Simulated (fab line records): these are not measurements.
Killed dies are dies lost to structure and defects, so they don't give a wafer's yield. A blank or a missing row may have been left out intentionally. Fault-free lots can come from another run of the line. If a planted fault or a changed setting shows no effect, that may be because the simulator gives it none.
Comparing a struck lot with a sound one | flow n5 finfet | 41 steps out of a route of 1938
Sound: wafers L252.3, L252.4, L252.6. Struck: wafer L240.1 (left out: L240.4, L240.5 of the same lot, which were not struck); the cause appears at the end.
At each step with rows: each side's tool, then ch and its chambers, then its first start. Under that, the readings that differ: sound wafers | struck wafers | difference of the means | sigmas: that difference in standard deviations of wafers without a fault.
alike: readings with means less than 2 such deviations apart, plus words and numbers identical on both sides. not compared: withheld readings, readings lacking a value on some wafer, bounds such as >300 that could conceal the same value, and numbers that have no deviation in the record and whose values overlap.
The two part at a step that has a row with sigmas, a row that says differs or no value, or rows on one side only. Numbers that don't overlap but have no deviation are shown without sigmas and don't part them. A reading missing from all wafers of one side parts the sides only when that side holds two or more wafers.

first, 12 steps without rows for these wafers: N5_HKMG_FIN_ETCH_31 (etches SiARC in CF4, target depth 45.5 nm, time 75.8 s); N5_HKMG_FIN_ETCH_32 (etches SOC in N2/H2, target depth 240 nm, time 300 s); N5_HKMG_FIN_STRIP_33 (strips in N2/H2); N5_HKMG_FIN_STRIP_34 (strips in CF4); N5_HKMG_FIN_ETCH_35 (etches SOC in N2/H2, target depth 215.8 nm, time 243.4 s); N5_HKMG_FIN_STRIP_92 (strips SOC in N2/H2, time 20 s); N5_HKMG_FIN_WET_ETCH_18 (etches TiN in SC1, time 55 s, target depth 5.2 nm, rinse time 30 s); N5_HKMG_FIN_STRIP_19 (strips in N2/H2, time 360 s); N5_HKMG_FIN_ALD_91 (deposits TiN, target thk 1 nm, pulse time 1 s, purge time 3 s); N5_HKMG_FIN_COAT_85 (time 60 s, resist thk 300 nm); N5_HKMG_FIN_ETCH_86 (etches SOC in N2/H2, stops on TiN, target depth 393.2 nm); N5_HKMG_FIN_STRIP_89 (strips SOC in N2/H2, time 20 s).
N5_HKMG_FIN_WET_ETCH_87: etches TiN in SC1, time 154.2 s, target depth 4.7 nm, rinse time 30 s.
  sound on wet bench-02 ch 0,1,7, day 10 01:00; struck on wet bench-02 ch 2, day 7 01:31
  alike: h2o2 flow mL min
then, 27 steps without rows for these wafers: N5_HKMG_FIN_STRIP_88 (strips in N2/H2, time 360 s); N5_HKMG_FIN_NWFM_ALD_20 (deposits TiAlC, target thk 2 nm, pulse time 3 s, purge time 2 s); N5_HKMG_FIN_ALD_71 (deposits TiN, target thk 1 nm, pulse time 1 s, purge time 3 s); N5_HKMG_FIN_COAT_66 (time 60 s, resist thk 300 nm); N5_HKMG_FIN_ETCH_67 (etches SOC in N2/H2, stops on TiN, target depth 388.9 nm); N5_HKMG_FIN_STRIP_90 (strips SOC in N2/H2, time 20 s); N5_HKMG_FIN_WET_ETCH_73 (etches the open film in SC1, time 42.3 s, target depth 1.3 nm, rinse time 30 s); N5_HKMG_FIN_ETCHBACK_68 (etches the open film in Cl2/Ar, stops on HfO2, target depth 0.5 nm); N5_HKMG_FIN_STRIP_69 (strips in N2/H2, time 360 s); N5_HKMG_FIN_ALD_21 (deposits TiN, target thk 1.5 nm, pulse time 1 s, purge time 3 s); N5_HKMG_FIN_ALD_72 (deposits W, target thk 2 nm, pulse time 1 s, purge time 2 s); N5_HKMG_FIN_W_FILL_22 (material W, target thk 60 nm, time 18.2 s); N5_HKMG_FIN_PRECLEAN_83 (cleans in DIW, time 57.5 s); N5_HKMG_FIN_SRD_84 (dry time 32 s); N5_HKMG_FIN_CMP_23 (polishes, stops on SiNx, t overpolish 10 s, target thk 46.326 nm); N5_HKMG_FIN_CMP_94 (polishes, stops on SiNx, t overpolish 4.7 s, target thk 43.299 nm); N5_GATE_CUT_ETCHBACK_00 (etches W in SF6/Cl2); N5_GATE_CUT_ETCH_56 (etches TiN in Cl2/Ar, target depth 21.6 nm); N5_GATE_CUT_ETCHBACK_30 (etches TiN in Cl2/Ar, target depth 3 nm); N5_GATE_CUT_VAPOR_ETCH_60 (etches HfO2 in BCl3/Cl2); N5_GATE_CUT_ETCH_58 (etches SiNx in CH3F/O2, target depth 17 nm, time 128.6 s); N5_GATE_CUT_STRIP_59 (strips in N2/H2, time 20 s); N5_GATE_CUT_PRECLEAN_31 (cleans in DIW, time 300 s); N5_GATE_CUT_SRD_32 (time 30 s); N5_GATE_CUT_SAC_CAP_01 (material SiNx, target thk 24 nm, pulse time 1 s, ald cycles 480); N5_GATE_CUT_PECVD_57 (deposits SiNx from SiH4/NH3/N2, target thk 21 nm); N5_GATE_CUT_CMP_02 (polishes, stops on SiO2, t overpolish 12.7 s, target thk 0 nm).
-- record jumps: 9 days separate the struck wafers' starts on either side; left off in module GATE_CUT, taken up again in module PASSIVATION, whose first shown step is the route's number 1936 --
N5_PASSIVATION_PROBE_49:
  rows exist in the record for the struck wafers here (prober-02, day 16 11:14), but not for the sound ones

== WHERE THEY PART ==
At N5_PASSIVATION_PROBE_49 and nowhere else, as far as this record goes.

WHY: whatever the simulator had introduced
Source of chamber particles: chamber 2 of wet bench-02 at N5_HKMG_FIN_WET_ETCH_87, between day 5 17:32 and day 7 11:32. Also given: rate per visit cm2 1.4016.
